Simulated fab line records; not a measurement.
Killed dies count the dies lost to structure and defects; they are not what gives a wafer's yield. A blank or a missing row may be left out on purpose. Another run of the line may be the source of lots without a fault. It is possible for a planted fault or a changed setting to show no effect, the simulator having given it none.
fab line records | flow n5-finfet
record: lots: 7 | wafers: 21
route steps=1938 shown PASSIVATION@1923
start-h: hours from the record's first day to the start of the lot's first wafer shown | wait-h: hours elapsed since this lot's preceding step | " identical to the entry in the row above | L1.1+2: one row covering several wafers at once | - no value, or no start was given | * or withheld: withheld | < > ~ a bound
route shown NAME@n: a module of which the file shows steps, and the number in the route of the first | usual: the fault-free wafers' mean and standard deviation | same: alike in all rows | chamber/n: place in a boat | sites: readings site by site | _std_site: standard deviation of those values | _edge_site: mean of outer sites minus mean of inner sites | radius-mm: for every site, how far away it sits from the centre of the wafer | mask NAME#n: copy n | behind: the most recent tool/chamber to have shaped the wafer | hold: the reason the lot was held/the length of the hold in hours/how it ended | device: the transistor (n, p or np) that didn't switch | end of line: the tests these same wafers got at the end of their route | where a step has no rows: the recipe by itself | killed: dies lost to structure and defects at the first sort, not the wafer's yield | map: the dies of a wafer, with x for killed, . for not killed, _ for no die there
set.NAME: the setting that was run; set.NAME@STEP: the one run at that earlier step | model.NAME: the simulator's own value behind a step, which no gauge read
lots run with intentionally changed settings; tables by step, rows by wafer
== steps ==
step: N5_PASSIVATION_DEVELOP_43
recipe: develop-time-s: 60 | rinse-liquid: diw | dry: air-spin | dev-temp-c: 21
lot.wafer  | tool           | chamber | start-h | wait-h | set.develop-time-s
L075.1+2+6 | litho-track-04 | 0       | -       | -      | 60
L076.2+4+5 | litho-track-05 | 0       | -       | -      | 60
L079.1+3+6 | litho-track-05 | 0       | -       | -      | 60
L081.2+5   | litho-track-01 | 0       | -       | -      | 60
L081.3     | "              | 0       | "       | "      | 48.97
L093.1+3   | litho-track-01 | 0       | -       | -      | 60
L093.4     | "              | 0       | "       | "      | 71.79
L089.1+4+6 | litho-track-05 | 0       | -       | -      | 60
L088.3+5+6 | litho-track-04 | 0       | -       | -      | 60
step: N5_PASSIVATION_HARDBAKE_45
recipe: temp-c: 130 | time-s: 120
step: N5_PASSIVATION_CD_MEAS_44
recipe: target-cd-nm: 40000 | landing-energy-ev: 500 | detector: se-inlens
usual: cd-nm: 39999/2.8
lot.wafer | tool      | chamber | start-h | wait-h | set.develop-time-s@PASSIVATION_DEVELOP_43 | cd-nm
L075.1    | cd-sem-02 | 0       | 284.63  | -      | 60                                        | 40005
L075.2    | "         | 0       | "       | "      | 60                                        | 40001
L075.6    | "         | 0       | "       | "      | 60                                        | 40002
L076.2    | cd-sem-01 | 0       | 295.95  | -      | 60                                        | 40000
L076.4    | "         | 0       | "       | "      | 60                                        | 39999
L076.5    | "         | 0       | "       | "      | 60                                        | 40003
L079.1    | cd-sem-01 | 0       | 305.49  | -      | 60                                        | 39995
L079.3    | "         | 0       | "       | "      | 60                                        | 39997
L079.6    | "         | 0       | "       | "      | 60                                        | 39998
L081.2    | cd-sem-01 | 0       | 316.48  | -      | 60                                        | 40002
L081.3    | "         | 0       | "       | "      | 48.97                                     | 39993
L081.5    | "         | 0       | "       | "      | 60                                        | 40004
L093.1    | cd-sem-02 | 0       | 391.53  | -      | 60                                        | 39999
L093.3    | "         | 0       | "       | "      | 60                                        | 39999
L093.4    | "         | 0       | "       | "      | 71.79                                     | 40006
L089.1    | cd-sem-03 | 0       | 391.76  | -      | 60                                        | 40002
L089.4    | "         | 0       | "       | "      | 60                                        | 40001
L089.6    | "         | 0       | "       | "      | 60                                        | 40003
L088.3    | cd-sem-03 | 0       | 396.64  | -      | 60                                        | 40001
L088.5    | "         | 0       | "       | "      | 60                                        | 40001
L088.6    | "         | 0       | "       | "      | 60                                        | 40001
step: N5_PASSIVATION_SRD_72
recipe: dry: ipa-marangoni | time-s: 30 | temp-c: 23 | rinse-liquid: diw
step: N5_PASSIVATION_ANNEAL_56
recipe: temp-c: 400 | time-s: 1800 | ambient: FGA | idle-temp-c: 300 | ramp-up-c-per-min: 5 | ramp-down-c-per-min: 3
step: N5_PASSIVATION_PROBE_49
usual: killed_at_M0_to_M3: 30/8.7 | killed_at_M4_up: 14/5.4 | killed-at-contacts: 11/6.4 | killed-at-front-end: 40/12 | killed-at-other: 3/3.1 | killed-dies: 99/17 | killed-open: 64/12 | killed-short: 33/8.1
same: gross-dies: 1180 | killed-at-back-side: 0
lot.wafer | tool      | chamber | start-h | wait-h | set.develop-time-s@PASSIVATION_DEVELOP_09 | killed_at_M0_to_M3 | killed_at_M4_up | killed-at-contacts | killed-at-front-end | killed-at-other | killed-dies | killed-open | killed-short
L075.1    | prober-01 | -       | 288.04  | 0.0    | 60                                        | 41                 | 8               | 2                  | 36                  | 1               | 88          | 57          | 27
L075.2    | prober-01 | -       | 288.09  | 0.1    | 51.62                                     | 52                 | 16              | 3                  | 191                 | 2               | 264         | 88          | 34
L075.6    | prober-01 | -       | 288.29  | 0.3    | 60                                        | 49                 | 8               | 9                  | 210                 | 280             | 556         | 61          | 50
L076.2    | prober-02 | -       | 299.18  | 0.1    | 51.25                                     | 19                 | 9               | 17                 | 39                  | 0               | 84          | 59          | 25
L076.4    | prober-02 | -       | 299.28  | 0.2    | 60                                        | 41                 | 17              | 4                  | 47                  | 0               | 109         | 70          | 38
L076.5    | prober-02 | -       | 299.33  | 0.2    | 51.25                                     | 19                 | 12              | 4                  | 52                  | 6               | 93          | 54          | 37
L079.1    | prober-02 | -       | 309.02  | 0.0    | 60                                        | 38                 | 6               | 14                 | 62                  | 3               | 123         | 65          | 56
L079.3    | prober-02 | -       | 309.12  | 0.1    | 60                                        | 37                 | 13              | 15                 | 51                  | 3               | 119         | 76          | 43
L079.6    | prober-02 | -       | 309.27  | 0.3    | 60                                        | 24                 | 9               | 14                 | 28                  | 4               | 79          | 48          | 31
L081.2    | prober-02 | -       | 319.66  | 0.1    | 60                                        | 31                 | 19              | 154                | 53                  | 891             | 1148        | 73          | 42
L081.3    | prober-02 | -       | 319.71  | 0.1    | 60                                        | 23                 | 10              | 7                  | 67                  | 1044            | 1151        | 75          | 33
L081.5    | prober-02 | -       | 319.81  | 0.2    | 60                                        | 22                 | 13              | 157                | 57                  | 12              | 261         | 83          | 43
L093.1    | prober-01 | -       | 394.71  | 0.0    | 60                                        | 34                 | 191             | 190                | 39                  | 335             | 789         | 73          | 34
L093.3    | prober-01 | -       | 394.81  | 0.1    | 60                                        | 10                 | 397             | 11                 | 42                  | 6               | 466         | 49          | 44
L093.4    | prober-01 | -       | 394.86  | 0.2    | 55.86                                     | 26                 | 24              | 9                  | 1000                | 10              | 1069        | 77          | 50
L089.1    | prober-01 | -       | 395.10  | 0.0    | 60                                        | 31                 | 39              | 11                 | 36                  | 1049            | 1166        | 63          | 27
L089.4    | prober-01 | -       | 395.25  | 0.2    | 60                                        | 14                 | 16              | 20                 | 25                  | 3               | 78          | 52          | 26
L089.6    | prober-01 | -       | 395.35  | 0.3    | 60                                        | 40                 | 12              | 10                 | 51                  | 4               | 117         | 46          | 31
L088.3    | prober-01 | -       | 399.87  | 0.1    | 70.7                                      | 21                 | 23              | 11                 | 63                  | 3               | 121         | 88          | 25
L088.5    | prober-01 | -       | 399.97  | 0.2    | 60                                        | 20                 | 22              | 12                 | 33                  | 4               | 91          | 58          | 32
L088.6    | prober-01 | -       | 400.02  | 0.3    | 60                                        | 22                 | 18              | 4                  | 24                  | 4               | 72          | 53          | 19
killed by level:class
L075.1 BEOL_M0_SAQP:geometric-particle:open=13 BEOL_M0_SAQP:geometric-particle:short=9 BEOL_M2:geometric-particle:open=8 FIN_SAQP:geometric-particle:open=7 GATE_CUT:geometric-particle:open=6 STARTING-WAFER:geometric-particle:open=5 BEOL_M3:geometric-particle:open=4 STI_FIN_REVEAL:geometric-particle:open=3
L075.2 FIN_SAQP:area-ald=139 STI_FIN_REVEAL:geometric-particle:open=24 BEOL_M2:geometric-particle:open=13 BEOL_M0_SAQP:geometric-particle:open=11 BEOL_M3:geometric-particle:open=10 BEOL_M0_SAQP:geometric-particle:short=7 BEOL_M1:geometric-particle:open=6 FIN_SAQP:geometric-particle:short=5
L075.6 PASS1_CAP:area-pecvd=277 FIN_SAQP:area-ald=168 BEOL_M0_SAQP:geometric-particle:short=12 BEOL_M0_SAQP:geometric-particle:open=12 FIN_SAQP:geometric-particle:short=9 STI_FIN_REVEAL:geometric-particle:open=9 BEOL_M2:geometric-particle:open=8 FIN_SAQP:geometric-particle:open=6
L076.2 FIN_SAQP:geometric-particle:open=14 MOL_CONTACT_COAG:geometric-particle:open=14 FIN_SAQP:geometric-particle:short=6 DUMMY_GATE:geometric-particle:open=4 BEOL_M0_SAQP:geometric-particle:open=4 BEOL_M1:geometric-particle:open=4 BEOL_M4:geometric-particle:open=4 STARTING-WAFER:geometric-particle:open=4
L076.4 BEOL_M1:geometric-particle:open=10 BEOL_M4:geometric-particle:open=10 FIN_SAQP:geometric-particle:open=8 FIN_SAQP:geometric-particle:short=6 STI_FIN_REVEAL:geometric-particle:open=6 DUMMY_GATE:geometric-particle:open=6 BEOL_M0_SAQP:geometric-particle:short=6 BEOL_M2:geometric-particle:open=6
L076.5 FIN_SAQP:geometric-particle:short=14 FIN_SAQP:geometric-particle:open=11 STI_FIN_REVEAL:geometric-particle:open=7 DUMMY_GATE:geometric-particle:open=7 BEOL_M2:geometric-particle:open=4 GATE_CUT:geometric-particle:short=3 MOL_CONTACT_COAG:geometric-particle:open=3 BEOL_M0_SAQP:geometric-particle:short=3
L079.1 FIN_SAQP:geometric-particle:open=20 FIN_SAQP:geometric-particle:short=17 MOL_CONTACT_COAG:geometric-particle:open=10 BEOL_M3:geometric-particle:open=8 BEOL_M0_SAQP:geometric-particle:short=6 GATE_CUT:geometric-particle:short=5 BEOL_M0_SAQP:geometric-particle:open=5 BEOL_M1:geometric-particle:short=5
L079.3 FIN_SAQP:geometric-particle:open=14 MOL_CONTACT_COAG:geometric-particle:open=13 FIN_SAQP:geometric-particle:short=10 BEOL_M1:geometric-particle:short=7 BEOL_M3:geometric-particle:open=6 BEOL_M0_SAQP:geometric-particle:open=6 BEOL_M0_SAQP:geometric-particle:short=5 STI_FIN_REVEAL:geometric-particle:open=5
L079.6 MOL_CONTACT_COAG:geometric-particle:open=12 FIN_SAQP:geometric-particle:short=9 FIN_SAQP:geometric-particle:open=9 BEOL_M1:geometric-particle:short=8 BEOL_M1:geometric-particle:open=6 BEOL_M4:geometric-particle:open=5 BEOL_M3:geometric-particle:short=3 STI_FIN_REVEAL:geometric-particle:open=2
L081.2 PASS1_CAP:area-pecvd=887 MOL_CONTACT_COAG:area-expose=146 STI_FIN_REVEAL:geometric-particle:open=15 FIN_SAQP:geometric-particle:open=9 FIN_SAQP:geometric-particle:short=8 BEOL_M4:geometric-particle:open=8 MOL_CONTACT_COAG:geometric-particle:open=7 BEOL_M1:geometric-particle:open=6
L081.3 PASS1_CAP:area-pecvd=1043 STI_FIN_REVEAL:geometric-particle:open=22 FIN_SAQP:geometric-particle:open=11 FIN_SAQP:geometric-particle:short=8 GATE_CUT:geometric-particle:short=7 MOL_CONTACT_COAG:geometric-particle:open=7 BEOL_M3:geometric-particle:open=7 BEOL_M0_SAQP:geometric-particle:short=6
L081.5 MOL_CONTACT_COAG:area-expose=133 MOL_CONTACT_COAG:geometric-particle:open=18 STI_FIN_REVEAL:geometric-particle:open=16 FIN_SAQP:geometric-particle:open=11 BEOL_M0_SAQP:geometric-particle:short=9 FIN_SAQP:geometric-particle:short=7 DUMMY_GATE:geometric-particle:open=7 MOL_CONTACT_COAG:geometric-particle:short=6
L093.1 PASS1_CAP:area-pecvd=335 MOL_CONTACT_COAG:area-expose=174 BEOL_M10:area-etch=172 MOL_CONTACT_COAG:geometric-particle:open=11 BEOL_M1:geometric-particle:open=10 FIN_SAQP:geometric-particle:open=8 FIN_SAQP:geometric-particle:short=6 GATE_CUT:geometric-particle:open=6
L093.3 BEOL_M10:area-etch=373 FIN_SAQP:geometric-particle:short=13 MOL_CONTACT_COAG:geometric-particle:open=9 FIN_SAQP:geometric-particle:open=8 BEOL_M4:geometric-particle:open=8 BEOL_M5:geometric-particle:open=6 GATE_CUT:geometric-particle:short=4 BEOL_M4:geometric-particle:short=4
L093.4 SD_EPI_N:area-etch=942 BEOL_M4:geometric-particle:open=15 FIN_SAQP:geometric-particle:short=14 FIN_SAQP:geometric-particle:open=7 STI_FIN_REVEAL:geometric-particle:open=7 DUMMY_GATE:geometric-particle:open=7 MOL_CONTACT_COAG:geometric-particle:open=7 BEOL_M1:geometric-particle:open=7
L089.1 PASS1_CAP:area-pecvd=1044 BEOL_M10:area-peb=27 BEOL_M0_SAQP:geometric-particle:open=12 MOL_CONTACT_COAG:geometric-particle:open=10 FIN_SAQP:geometric-particle:open=8 STI_FIN_REVEAL:geometric-particle:open=7 GATE_CUT:geometric-particle:short=6 BEOL_M0_SAQP:geometric-particle:short=6
L089.4 MOL_CONTACT_COAG:geometric-particle:open=13 MOL_CONTACT_COAG:geometric-particle:short=7 BEOL_M0_SAQP:geometric-particle:open=6 BEOL_M4:geometric-particle:open=6 GATE_CUT:geometric-particle:short=5 FIN_SAQP:geometric-particle:short=4 BEOL_M5:geometric-particle:open=4 FIN_SAQP:geometric-particle:open=3
L089.6 SD_EPI_N:area-etch=36 BEOL_M0_SAQP:geometric-particle:short=14 BEOL_M0_SAQP:geometric-particle:open=12 MOL_CONTACT_COAG:geometric-particle:open=10 STI_FIN_REVEAL:geometric-particle:open=4 GATE_CUT:geometric-particle:short=4 BEOL_M1:geometric-particle:open=4 BEOL_M3:geometric-particle:open=4
L088.3 FIN_SAQP:geometric-particle:open=22 FIN_SAQP:geometric-particle:short=12 STI_FIN_REVEAL:geometric-particle:open=11 MOL_CONTACT_COAG:geometric-particle:open=11 BEOL_M4:geometric-particle:open=8 BEOL_M10:area-peb=8 BEOL_M3:geometric-particle:open=6 BEOL_M2:geometric-particle:open=5
L088.5 MOL_CONTACT_COAG:geometric-particle:open=11 BEOL_M4:geometric-particle:open=10 FIN_SAQP:geometric-particle:open=8 BEOL_M5:geometric-particle:open=7 BEOL_M0_SAQP:geometric-particle:short=7 FIN_SAQP:geometric-particle:short=5 STI_FIN_REVEAL:geometric-particle:open=4 STARTING-WAFER:geometric-particle:short=4
L088.6 BEOL_M2:geometric-particle:open=10 BEOL_M4:geometric-particle:open=8 FIN_SAQP:geometric-particle:short=6 BEOL_M3:geometric-particle:open=5 STARTING-WAFER:geometric-particle:short=4 STI_FIN_REVEAL:geometric-particle:open=3 DUMMY_GATE:geometric-particle:open=3 BEOL_M1:geometric-particle:open=3
== key ==
split: step: N5_PASSIVATION_DEVELOP_43 | setting: develop-time-s | stated: 60 | by: wafer
response: step: N5_PASSIVATION_CD_MEAS_44 | reading: cd-nm | change: +0.44 | per: 1% | r: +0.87
split outside-this-file step=N5_PASSIVATION_DEVELOP_09 setting=develop-time-s
split outside-this-file: this setting was split too, and the file shows its column; the key of that split is in another file
